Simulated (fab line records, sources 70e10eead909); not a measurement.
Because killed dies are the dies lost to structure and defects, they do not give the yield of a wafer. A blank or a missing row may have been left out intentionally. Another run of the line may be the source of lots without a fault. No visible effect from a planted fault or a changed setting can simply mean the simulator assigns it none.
Which tool was responsible?	flow nand harc	Sampling: 24 lots, 72 wafers, 6 of 1159 route steps

== WHAT THE GAUGES READ, wafer by wafer ==
The record holds no reading of a measuring or inspecting step that can be judged against a usual standard deviation.

== TOOL THAT RAN EACH LOT (tool first, then ch and the chambers of the sampled wafers, then the start) ==
lot	NHARC_A_STAIRCASE_DESCUM_443	NHARC_A_STAIRCASE_ETCHBACK_157	NHARC_A_SLIT_ETCH_17	NHARC_A_CONTACT_ETCH_51	NHARC_A_CONTACT_ETCH_111	NHARC_A_CONTACT_ETCH_126
L074	rie diel-11 ch 0,1,3, day 13 18:05	rie diel-11 ch 0,2,3, day 13 22:38	har etch-01 ch 0,1, day 14 11:41	rie diel-02 ch 0,1,3, day 16 08:11 or earlier	har cap etch-02 ch 0,1, day 16 08:11	har cap etch-02 ch 0,1, day 16 16:04
L075	rie diel-07 ch 0,2,3, day 13 18:08	rie diel-07 ch 0,1, day 13 22:09	har etch-02 ch 0,1, day 14 13:49	rie diel-02 ch 0,1,3, day 16 16:40 or earlier	har cap etch-03 ch 0,1, day 16 16:40	har cap etch-03 ch 0,1, day 17 00:21
L076	rie diel-11 ch 0,1,2, day 13 18:09	rie diel-11 ch 0,1,3, day 14 00:00	har etch-01 ch 0,1, day 14 15:04	rie diel-02 ch 0,2,3, day 16 19:23 or earlier	har cap etch-02 ch 0,1, day 16 19:23	har cap etch-01 ch 0,1, day 17 03:05
L077	rie diel-07 ch 1,2, day 13 22:06	rie diel-03 ch 0,1, day 14 02:16	har etch-01 ch 0, day 14 13:38	rie diel-02 ch 2,3, day 16 11:58 or earlier	har cap etch-03 ch 1, day 16 11:58	har cap etch-01 ch 0,1, day 16 19:13
L079	rie diel-03 ch 2,3, day 14 15:14	rie diel-11 ch 0,2,3, day 14 19:32	har etch-01 ch 0,1, day 15 12:19	rie diel-02 ch 0,1,2, day 17 17:43 or earlier	har cap etch-03 ch 0,1, day 17 17:43	har cap etch-03 ch 0,1, day 18 01:04
L078	rie diel-11 ch 0,1,2, day 14 15:16	rie diel-03 ch 0,2,3, day 14 19:48	har etch-02 ch 0,1, day 15 14:04	rie diel-02 ch 1,2, day 17 11:50 or earlier	har cap etch-03 ch 0,1, day 17 11:50	har cap etch-02 ch 1, day 17 19:34
L080	rie diel-03 ch 0,1,2, day 14 15:18	rie diel-07 ch 0,1,3, day 14 20:50	har etch-02 ch 0,1, day 15 12:10	rie diel-02 ch 0,1,2, day 17 15:31 or earlier	har cap etch-02 ch 0,1, day 17 15:31	har cap etch-02 ch 0,1, day 18 00:25
L081	rie diel-03 ch 0,1, day 14 21:48	rie diel-11 ch 1,2,3, day 15 01:52	har etch-01 ch 0,1, day 15 18:07	rie diel-02 ch 0,3, day 17 23:52 or earlier	har cap etch-01 ch 0,1, day 17 23:52	har cap etch-03 ch 0,1, day 18 07:50
L082	rie diel-11 ch 0,2,3, day 15 15:10	rie diel-03 ch 0,1,2, day 15 19:28	har etch-01 ch 0, day 16 16:24	rie diel-02 ch 2,3, day 18 16:04 or earlier	har cap etch-03 ch 1, day 18 16:04	har cap etch-02 ch 0, day 18 23:19
L083	rie diel-11 ch 0,1,3, day 15 15:13	rie diel-03 ch 1,2,3, day 15 20:41	har etch-02 ch 0,1, day 16 17:40	rie diel-02 ch 1,2, day 18 19:28 or earlier	har cap etch-01 ch 0,1, day 18 19:28	har cap etch-02 ch 0,1, day 19 03:06
L086	rie diel-03 ch 1,2,3, day 16 13:22	rie diel-11 ch 0,2,3, day 16 17:26	har etch-02 ch 0,1, day 17 05:38	rie diel-02 ch 0,2,3, day 19 07:55 or earlier	har cap etch-02 ch 0,1, day 19 07:55	har cap etch-01 ch 0,1, day 19 16:19
L087	rie diel-07 ch 0,3, day 16 13:29	rie diel-11 ch 0,1, day 16 17:41	har etch-01 ch 0,1, day 17 08:19	rie diel-02 ch 2,3, day 19 00:10 or earlier	har cap etch-03 ch 0,1, day 19 00:10	har cap etch-01 ch 0,1, day 19 07:28
L084	rie diel-03 ch 0,2,3, day 16 14:59	rie diel-07 ch 0,1, day 16 19:15	har etch-02 ch 0,1, day 17 07:49	rie diel-03 ch 0,3, day 19 00:54 or earlier	har cap etch-01 ch 0,1, day 19 00:54	har cap etch-02 ch 0,1, day 19 11:19
L085	rie diel-03 ch 0,1,2, day 16 15:01	rie diel-07 ch 2,3, day 16 20:46	har etch-02 ch 0, day 17 09:46	rie diel-11 ch 0,2,3, day 19 09:58 or earlier	har cap etch-01 ch 0,1, day 19 09:58	har cap etch-02 ch 0,1, day 19 17:08
L088	rie diel-11 ch 0,3, day 17 15:26	rie diel-03 ch 0,2,3, day 17 20:17	har etch-01 ch 0,1, day 18 11:29	rie diel-02 ch 0,1, day 20 07:26 or earlier	har cap etch-02 ch 0,1, day 20 07:26	har cap etch-01 ch 0,1, day 20 15:28
L089	rie diel-07 ch 0,3, day 17 15:50	rie diel-11 ch 0,1,3, day 17 20:08	har etch-02 ch 0,1, day 18 10:06	rie diel-11 ch 1,2, day 20 07:59 or earlier	har cap etch-01 ch 0,1, day 20 07:59	har cap etch-03 ch 0,1, day 20 15:56
L093	rie diel-11 ch 0,2,3, day 17 21:56	rie diel-11 ch 0,1,3, day 18 02:22	har etch-02 ch 0, day 18 16:50	rie diel-03 ch 0,2,3, day 20 14:35 or earlier	har cap etch-02 ch 0,1, day 20 14:35	har cap etch-03 ch 0,1, day 20 21:47
L092	rie diel-03 ch 0,3, day 17 22:08	rie diel-11 ch 1,2,3, day 18 03:11	har etch-02 ch 0,1, day 18 18:17	rie diel-02 ch 0,1,2, day 20 12:10 or earlier	har cap etch-03 ch 0,1, day 20 12:10	har cap etch-01 ch 0,1, day 20 20:26
L090	rie diel-03 ch 2,3, day 17 22:15	rie diel-03 ch 0,2,3, day 18 04:55	har etch-01 ch 0,1, day 18 16:59	rie diel-03 ch 1,3, day 20 19:05 or earlier	har cap etch-02 ch 0,1, day 20 19:05	har cap etch-03 ch 0,1, day 21 02:30
L091	rie diel-03 ch 0,3, day 17 22:17	rie diel-03 ch 0,2,3, day 18 06:44	har etch-01 ch 0,1, day 18 19:55	rie diel-02 ch 0,2,3, day 21 00:01 or earlier	har cap etch-01 ch 0,1, day 21 00:01	har cap etch-03 ch 0,1, day 21 11:14
L094	rie diel-07 ch 0,1,2, day 18 18:02	rie diel-07 ch 0,1,3, day 18 22:13	har etch-01 ch 0,1, day 19 10:41	rie diel-03 ch 1,2,3, day 21 14:39 or earlier	har cap etch-01 ch 0,1, day 21 14:39	har cap etch-02 ch 0,1, day 21 21:58
L096	rie diel-03 ch 1,2,3, day 19 07:05	rie diel-03 ch 0,3, day 19 11:08	har etch-02 ch 0,1, day 20 01:06	rie diel-02 ch 0,1,2, day 21 23:14 or earlier	har cap etch-01 ch 0,1, day 21 23:14	har cap etch-02 ch 0,1, day 22 07:30
L095	rie diel-07 ch 0,1, day 19 07:15	rie diel-11 ch 0,3, day 19 11:24	har etch-01 ch 0,1, day 20 01:10	rie diel-03 ch 1,2,3, day 21 23:46 or earlier	har cap etch-03 ch 0,1, day 21 23:46	har cap etch-01 ch 0,1, day 22 08:38
L097	rie diel-03 ch 0,2,3, day 19 13:55	rie diel-07 ch 1,2,3, day 19 18:03	har etch-02 ch 0,1, day 20 07:20	rie diel-03 ch 0,1,2, day 22 05:11 or earlier	har cap etch-01 ch 0,1, day 22 05:11	har cap etch-03 ch 0,1, day 22 12:29
- NHARC_A_STAIRCASE_DESCUM_443: chemistry O2, time 3 s.
- NHARC_A_STAIRCASE_ETCHBACK_157: etches the open film in CH3F/O2, target depth 90 nm, time 167.14 s.
- NHARC_A_SLIT_ETCH_17: etches the open film in C4F8/O2/Ar, time 1687.5 s, target depth 10100 nm.
- NHARC_A_CONTACT_ETCH_51: etches the open film in O2/COS, target depth 3600 nm, time 936 s.
- NHARC_A_CONTACT_ETCH_111: etches the open film in C4F8/O2/Ar, time 140 s, target depth 700 nm.
- NHARC_A_CONTACT_ETCH_126: etches the open film in C4F8/O2/Ar, time 155 s, target depth 956 nm.

== AS READ BY THE TOOLS THEMSELVES (means over the sampled wafers that have a number; for cases with no such wafer, the mark the record gives instead) ==
NHARC_A_STAIRCASE_DESCUM_443.
lot	tool	drypump motor current A (A)	oes product au (a.u.)	rf vpp V (V)	showerhead plenum p Torr (Torr)	throttle valve pct (%)
L074	rie diel-11	6.0	0.991	57.4	1.89	11.311
L075	rie diel-07	5.5	1.000	57.3	1.92	11.305
L076	rie diel-11	6.0	0.995	57.0	1.88	11.313
L077	rie diel-07	6.5	1.011	57.3	1.89	11.303
L079	rie diel-03	6.3	1.010	57.8	1.93	11.302
L078	rie diel-11	6.0	0.995	57.8	1.88	11.317
L080	rie diel-03	5.4	1.008	58.3	1.99	11.302
L081	rie diel-03	5.1	1.005	57.9	1.98	11.319
L082	rie diel-11	5.7	0.995	57.4	1.83	11.314
L083	rie diel-11	5.9	0.989	57.8	1.89	11.307
L086	rie diel-03	5.7	1.007	58.5	1.95	11.307
L087	rie diel-07	5.2	0.998	58.6	1.92	11.318
L084	rie diel-03	6.0	1.010	57.6	1.96	11.310
L085	rie diel-03	5.4	1.004	57.5	1.99	11.312
L088	rie diel-11	5.6	0.984	57.2	1.84	11.315
L089	rie diel-07	5.2	1.006	58.1	1.92	11.310
L093	rie diel-11	5.7	0.994	58.5	1.83	11.310
L092	rie diel-03	6.0	1.001	57.7	1.95	11.303
L090	rie diel-03	6.3	1.001	57.2	1.92	11.318
L091	rie diel-03	6.0	0.998	57.7	1.95	11.306
L094	rie diel-07	6.1	1.007	57.6	1.90	11.311
L096	rie diel-03	5.8	1.010	57.9	1.94	11.307
L095	rie diel-07	5.7	1.000	58.4	1.93	11.319
L097	rie diel-03	6.0	0.998	57.8	1.95	11.311

NHARC_A_STAIRCASE_ETCHBACK_157.
lot	tool	drypump motor current A (A)	oes product au (a.u.)	rf vpp V (V)	showerhead plenum p Torr (Torr)	throttle valve pct (%)
L074	rie diel-11	5.7	1.00	242.6	2.37	20.671
L075	rie diel-07	6.2	1.02	244.8	2.47	20.664
L076	rie diel-11	6.0	0.99	244.4	2.43	20.669
L077	rie diel-03	5.4	0.93	245.3	2.55	20.653
L079	rie diel-11	5.7	0.92	243.4	2.36	20.667
L078	rie diel-03	6.0	0.95	245.0	2.52	20.660
L080	rie diel-07	5.7	0.95	245.0	2.47	20.666
L081	rie diel-11	5.8	0.92	242.9	2.40	20.664
L082	rie diel-03	5.4	0.97	245.8	2.55	20.657
L083	rie diel-03	5.8	0.94	245.2	2.51	20.663
L086	rie diel-11	5.7	0.99	244.1	2.36	20.666
L087	rie diel-11	6.3	0.99	243.8	2.47	20.660
L084	rie diel-07	6.2	1.01	244.3	2.46	20.669
L085	rie diel-07	5.4	0.92	244.3	2.44	20.669
L088	rie diel-03	6.0	1.00	245.0	2.51	20.660
L089	rie diel-11	6.0	0.99	243.9	2.42	20.655
L093	rie diel-11	5.9	0.99	244.3	2.42	20.668
L092	rie diel-11	5.8	1.00	244.1	2.39	20.665
L090	rie diel-03	6.0	1.00	244.7	2.51	20.660
L091	rie diel-03	6.0	1.01	243.7	2.51	20.652
L094	rie diel-07	5.7	1.00	243.7	2.46	20.666
L096	rie diel-03	6.4	1.00	243.7	2.45	20.662
L095	rie diel-11	5.6	0.95	242.3	2.36	20.665
L097	rie diel-07	6.0	0.99	243.3	2.42	20.668

NHARC_A_SLIT_ETCH_17.
lot	tool	drypump motor current A (A)	showerhead plenum p Torr (Torr)	throttle valve pct (%)
L074	har etch-01	5.4	3.80	32.040
L075	har etch-02	6.2	3.68	32.044
L076	har etch-01	5.4	3.80	32.046
L077	har etch-01	5.7	3.80	32.047
L079	har etch-01	5.6	3.79	32.046
L078	har etch-02	6.2	3.67	32.055
L080	har etch-02	6.4	3.72	32.053
L081	har etch-01	5.4	3.79	32.040
L082	har etch-01	5.6	3.78	32.048
L083	har etch-02	6.4	3.71	32.055
L086	har etch-02	6.4	3.71	32.041
L087	har etch-01	5.5	3.78	32.048
L084	har etch-02	6.2	3.66	32.043
L085	har etch-02	6.1	3.61	32.032
L088	har etch-01	5.4	3.77	32.046
L089	har etch-02	6.4	3.70	32.054
L093	har etch-02	6.1	3.61	32.045
L092	har etch-02	6.4	3.70	32.055
L090	har etch-01	5.5	3.77	32.054
L091	har etch-01	5.4	3.77	32.051
L094	har etch-01	5.4	3.77	32.040
L096	har etch-02	6.4	3.69	32.044
L095	har etch-01	5.6	3.77	32.048
L097	har etch-02	6.4	3.69	32.048

NHARC_A_CONTACT_ETCH_51.
lot	tool	cos flow sccm (sccm)	drypump motor current A (A)	oes product au (a.u.)	rf vpp V (V)	showerhead plenum p Torr (Torr)	throttle valve pct (%)
L074	rie diel-02	20.01	5.2	0.998	314.9	3.10	28.331
L075	rie diel-02	20.00	5.2	0.994	313.1	3.10	28.330
L076	rie diel-02	20.07	5.2	1.002	313.8	3.10	28.327
L077	rie diel-02	20.06	5.6	1.002	312.5	3.04	28.334
L079	rie diel-02	19.99	5.1	1.001	313.9	3.12	28.326
L078	rie diel-02	20.03	5.4	1.015	313.0	3.08	28.323
L080	rie diel-02	19.99	5.1	0.997	314.0	3.12	28.325
L081	rie diel-02	20.02	5.4	0.985	313.7	3.07	28.331
L082	rie diel-02	20.07	5.5	1.005	313.9	3.05	28.333
L083	rie diel-02	19.94	5.4	1.007	313.5	3.07	28.324
L086	rie diel-02	20.06	5.2	1.000	313.0	3.09	28.323
L087	rie diel-02	20.03	5.6	1.002	312.5	3.03	28.332
L084	rie diel-03	20.02	6.4	1.004	313.9	3.11	28.334
L085	rie diel-11	19.96	5.7	0.998	311.3	2.98	28.335
L088	rie diel-02	19.95	4.9	0.987	314.3	3.16	28.341
L089	rie diel-11	20.05	6.1	0.997	313.9	3.09	28.329
L093	rie diel-03	20.04	6.0	1.004	315.2	3.17	28.330
L092	rie diel-02	20.00	5.1	1.001	314.4	3.11	28.335
L090	rie diel-03	20.02	6.2	1.002	313.2	3.09	28.339
L091	rie diel-02	20.02	5.3	1.002	313.1	3.09	28.330
L094	rie diel-03	20.02	5.7	1.008	314.9	3.16	28.329
L096	rie diel-02	20.01	5.1	1.006	313.7	3.11	28.327
L095	rie diel-03	20.10	5.8	1.004	315.2	3.16	28.329
L097	rie diel-03	19.97	5.4	1.003	315.8	3.21	28.332

== THE ANSWER, worked out from the rows above alone ==
Rule: the usual values come from the lots themselves. The widest of any qualifying gaps counts: lots, ordered by their means at a reading, are off when they make up no more than a third of the lots, leave a main group of 4 or more, and stand apart from it by 3 or more times the standard deviation of that group's means. A main group is skipped when, at the precision printed for the reading in the tables above, its means are all equal. Also off: a lot with no number at a reading for which 4 or more lots have one. The other lots that the step has rows for count as sound. After the gauges, taken in route order, come the tools' own readings; for these a lot's mean is taken, as printed above. The first step at which some lot is off is used, and at that step the reading that is off furthest; a lot without a number counts as furthest.
Across all readings shown, no lot is off: no conclusion can be drawn from this.

== WHAT THE SIMULATOR HAD PUT IN ==
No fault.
